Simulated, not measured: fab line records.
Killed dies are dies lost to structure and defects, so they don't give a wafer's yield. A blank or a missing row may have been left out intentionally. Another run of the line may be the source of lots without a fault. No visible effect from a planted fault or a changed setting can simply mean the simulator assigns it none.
A struck lot beside a sound one ; flow n5_finfet ; 37 out of 1938 route steps
Sound: the wafers L241.3, L241.5, L241.6. Wafers struck: L234.1, L234.3, L234.6. The cause is given at the end.
Order at every step that has rows: each side's tool, ch and its chambers, its first start. Under that, the readings that differ: sound wafers ; struck wafers ; difference of the means ; sigmas: that difference in standard deviations of wafers without a fault.
alike: readings whose means differ by less than 2 such deviations, and words and numbers that are the same on both sides. not compared: withheld readings, readings that some wafer has no value for, bounds like >300 that may hide the same value, and numbers for which the record gives no deviation and whose values overlap.
Wherever a step has rows on one side only, a row that says differs or no value, or a row with sigmas, the two part there. Non-overlapping numbers with no deviation appear without sigmas and do not part them. Lack of a reading on every wafer of one side parts them only where that side has two or more wafers.

first, 9 steps without rows for these wafers: N5_BEOL_M4_ANNEAL_95 (time 240 s); N5_BEOL_M4_SPUTTER_96 (material Cu, target thk 4.5 nm, time 8.29 s); N5_BEOL_M4_ECD_50 (material Cu, target thk 300 nm); N5_BEOL_M4_ANNEAL_51 (time 90 s); N5_BEOL_M4_CMP_52 (polishes, stops on SiOC, t overpolish 6.8 s, target thk 40 nm); N5_BEOL_M4_PRE_CLEAN_60 (time 15 s); N5_BEOL_M4_CO_CAP_55 (material Co, precursor CCTBA/H2, target thk 2 nm, time 102.1 s); N5_BEOL_M4_PRE_CLEAN_56 (time 15 s); N5_BEOL_M4_DEP_57 (deposits SiCN from 3MS/NH3, target thk 8 nm, time 14 s).
N5_BEOL_M4_RC_MEAS_101:
  sound on prober-02 ch 0, day 14 15:12; struck on prober-02 ch 0, day 14 00:38
  alike: DIBL_N, DIBL_P, IOFF_N, IOFF_P, ION_N, ION_P, SS_N, SS_P, VT_N, VT_P
then, 24 steps without rows for these wafers: N5_BEOL_M5_ILD_DEP_00 (deposits SiCOH lowk from DEMS/porogen, target thk 140.64 nm, time 25.9 s); N5_BEOL_M5_CURE_79 (cures SiCOH lowk, time 240 s); N5_BEOL_M5_PECVD_70 (deposits SiO2 from TEOS/O2, target thk 16 nm, time 18 s); N5_BEOL_M5_HM_DEP_02 (deposits TiN, target thk 20 nm); N5_BEOL_M5_COAT_59 (time 60 s, resist thk 60 nm); N5_BEOL_M5_COAT_60 (time 60 s, resist thk 12 nm); N5_BEOL_M5_COAT_71 (time 60 s, resist thk 5 nm); N5_BEOL_M5_COAT_05 (resist thk 30 nm); N5_BEOL_M5_EBR_07; N5_BEOL_M5_SOFTBAKE_06 (time 60 s); N5_BEOL_M5_EXPOSE_08 (exposes mask M5, target cd 28 nm); N5_BEOL_M5_PEB_09 (peb time 60 s); N5_BEOL_M5_DEVELOP_10 (develop time 30 s); N5_BEOL_M5_DESCUM_16 (chemistry O2, time 7 s); N5_BEOL_M5_ETCH_72 (etches underlayer in N2/H2, target depth 6.5 nm, time 5.2 s); N5_BEOL_M5_ETCH_61 (etches SiARC in CF4, target depth 15.6 nm, time 26 s); N5_BEOL_M5_ETCH_62 (etches SOC in N2/H2, target depth 75 nm, overetch 15 nm, time 112.5 s); N5_BEOL_M5_STRIP_63 (strips in N2/H2); N5_BEOL_M5_STRIP_73 (strips in N2/H2); N5_BEOL_M5_STRIP_64 (strips in CF4); N5_BEOL_M5_HM_OPEN_17 (chemistry Cl2/BCl3, target TiN, target depth 20 nm, overetch 6 nm); N5_BEOL_M5_STRIP_19 (strips in O2); N5_BEOL_M5_COAT_65 (time 60 s, resist thk 60 nm); N5_BEOL_M5_COAT_66 (time 60 s, resist thk 12 nm).
-- a jump in the record: the struck wafers' starts before and after are 2 days apart (it breaks off in module BEOL_M5 and resumes in module BEOL_M11, where the first step shown is number 1577 of the route) --
N5_BEOL_M11_STRIP_36: strips in N2/H2.
  sound on rie_diel-03 ch 0,1,3, day 17 06:16; struck on rie_diel-06 ch 1,3, day 16 10:38
  no value came back on the struck wafers for any of 9 readings (bias_power_w (W), chamber_pressure_mTorr (mTorr) and others); on the sound wafers bias_power_w (W) reads 7.022 6.938 6.958
reading;sound;struck;difference;sigmas
model.SOC_of_BEOL_M11_COAT_63.thk_nm (nm);0 0 0;92 92 92.2;+92;
  not compared: rf_hours_counter_h
N5_BEOL_M11_ETCH_41: etches SiCN in CH3F/O2, target depth 42.6 nm, time 86 s.
  sound on rie_diel-03 ch 0,1,3; struck on rie_diel-06 ch 1,3, day 16 10:43
reading;sound;struck;difference;sigmas
model.SOC_of_BEOL_M11_COAT_63.thk_nm (nm);0 0 0;65.4 63.8 65.2;+64.8;
  alike: drypump_motor_current_A, oes_product_au, rf_vpp_V, showerhead_plenum_p_Torr, throttle_valve_pct
  not compared: rf_hours_counter_h
-- record jumps: 2 days separate the struck wafers' starts on either side; left off in module BEOL_M11, taken up again in module PASSIVATION, whose first shown step is the route's number 1936 --
N5_PASSIVATION_PROBE_49:
  sound on prober-01, day 19 04:13; struck on prober-02, day 18 11:29
reading;sound;struck;difference;sigmas
defect_limited_yield (%);91.5 89.2 91.1;0 0 0;-91;-65
killed_at_M4_up;15 15 11;1096 1080 1119;+1085;+99 or more
killed_dies;100 127 105;1180 1180 1180;+1069;+63
killed_on_rim;21 16 15;152 152 152;+135;+35
sort_bin_5_function (%);4.9 5.6 4.7;96.5 95.8 97.5;+91.5;+92
sort_n_pass;1080 1053 1075;0 0 0;-1069;-56
sort_yield_pct (%);91.5 89.2 91.1;0 0 0;-91;-57
  alike: killed_at_M0_to_M3, killed_at_contacts, killed_at_front_end, killed_at_other, killed_open, killed_short, sort_bin_6_memory

## WHERE THEY PART
First at N5_BEOL_M11_STRIP_36; last, within this record, at N5_PASSIVATION_PROBE_49.

WHY: whatever the simulator had introduced
Entire step skipped (rie_diel-06, N5_BEOL_M11_STRIP_36), from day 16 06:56 onward. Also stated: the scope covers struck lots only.
